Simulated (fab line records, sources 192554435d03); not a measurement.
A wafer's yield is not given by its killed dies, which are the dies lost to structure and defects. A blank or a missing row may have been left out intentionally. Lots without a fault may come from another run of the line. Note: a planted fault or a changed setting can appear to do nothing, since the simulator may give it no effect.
Comparing a struck lot with a sound one :: flow n5_finfet :: 17 steps out of a route of 1938
Sound: the wafers L785.1, L785.5, L785.6. Struck: wafer L786.2; the same lot's L786.1 was not struck, so it is left out; see the end for the cause.
Order at every step that has rows: each side's tool, ch and its chambers, its first start. Under that, the readings that differ: sound wafers :: struck wafers :: difference of the means :: sigmas: that difference in standard deviations of wafers without a fault.
alike: words and numbers the same on both sides, and readings whose means are apart by under 2 such deviations; not compared: readings that were withheld, readings missing a value for some wafer, numbers with overlapping values and no deviation given by the record, and bounds like >300 which may hide the same value.
A row with sigmas, a row that says differs or no value, or rows on one side alone: a step with any of these is where the two part. Numbers that don't overlap but have no deviation are shown without sigmas and don't part them. Lack of a reading on every wafer of one side parts them only where that side has two or more wafers.

first, 4 steps without rows for these wafers: N5_BEOL_M9_HM_STRIP_39 (strips TiN in peroxide tin strip, target depth 25 nm, time 158 s); N5_BEOL_M9_SRD_40 (time 30 s); N5_BEOL_M9_PRECLEAN_42 (cleans in residue remover, time 60 s); N5_BEOL_M9_SRD_43 (time 30 s).
N5_BEOL_M9_CD_MEAS_35: target cd 70 nm, target cd y 40 nm.
  sound on cd_sem-03, day 11 14:07; struck on cd_sem-03, day 11 18:44
  alike: cd_nm
N5_BEOL_M9_CURE_72: cures SiCOH lowk, time 120 s.
  sound on uv_cure-01 ch 2, day 11 14:10; struck on uv_cure-03 ch 0, day 11 18:46
  alike: lamp_power_pct, wafer_temp_C_max
N5_BEOL_M9_DEGAS_44: time 60 s.
  sound on pvd_sputter-01, day 11 14:56; struck on pvd_sputter-02, day 11 20:42
  alike: heater_power_w
then, 2 steps without rows for these wafers: N5_BEOL_M9_PRE_CLEAN_45 (time 30 s); N5_BEOL_M9_ALD_74 (deposits TaN, target thk 2 nm, pulse time 2 s, purge time 3 s).
N5_BEOL_M9_SURFACE_TREAT_79:
  sound on pvd_sputter-01, day 11 15:20; struck on pvd_sputter-03, day 11 21:11
  not compared: pressure_mtorr, throttle_valve_pct
then, 1 step without rows for these wafers: N5_BEOL_M9_CVD_78 (deposits Co from CCTBA/H2, target thk 2 nm, time 138.9 s).
N5_BEOL_M9_SPUTTER_48: material Cu, target thk 12 nm, time 2 s.
  sound on pvd_sputter-03, day 11 15:35; struck on pvd_sputter-02, day 11 21:22
  alike: throttle_valve_pct
N5_BEOL_M9_ECD_50: material Cu, target thk 318 nm.
  sound on ecd_cu-02 ch 0,1, day 11 15:43; struck on ecd_cu-01 ch 0, day 11 21:35
reading: model.Cu_of_BEOL_M9_ECD_50.thk_nm (nm)
sound: 312.8 315.6 314.8
struck: 184.6
difference: -129.8
sigmas: 
N5_BEOL_M9_ANNEAL_51: time 90 s.
  sound on rtp_anneal-01 ch 0, day 11 16:17; struck on rtp_anneal-02 ch 0, day 11 22:40
  alike: wafer_temp_C_max
N5_BEOL_M9_CMP_52: polishes, stops on SiCOH lowk, t overpolish 7 s, target thk 140 nm.
  sound on cmp-01 ch 1,2, day 11 16:37; struck on cmp-01 ch 1, day 11 22:58
reading: time_to_endpoint_s (s)
sound: 63.7 63.9 64.1
struck: 37.9
difference: -26.0
sigmas: -9
  alike: motor_current_A
N5_BEOL_M9_THK_MEAS_53: measures by xrf.
  sound on film_metro-02, day 11 16:53; struck on film_metro-01, day 11 23:16
  alike: M9_THK
N5_PASSIVATION_PROBE_49:
  rows exist in the record for the sound wafers here (prober-01, day 14 10:29), none for the struck ones

## WHERE THEY PART
Last at N5_PASSIVATION_PROBE_49 as far as this record goes, first at N5_BEOL_M9_CMP_52.

WHY: what had been put in by the simulator
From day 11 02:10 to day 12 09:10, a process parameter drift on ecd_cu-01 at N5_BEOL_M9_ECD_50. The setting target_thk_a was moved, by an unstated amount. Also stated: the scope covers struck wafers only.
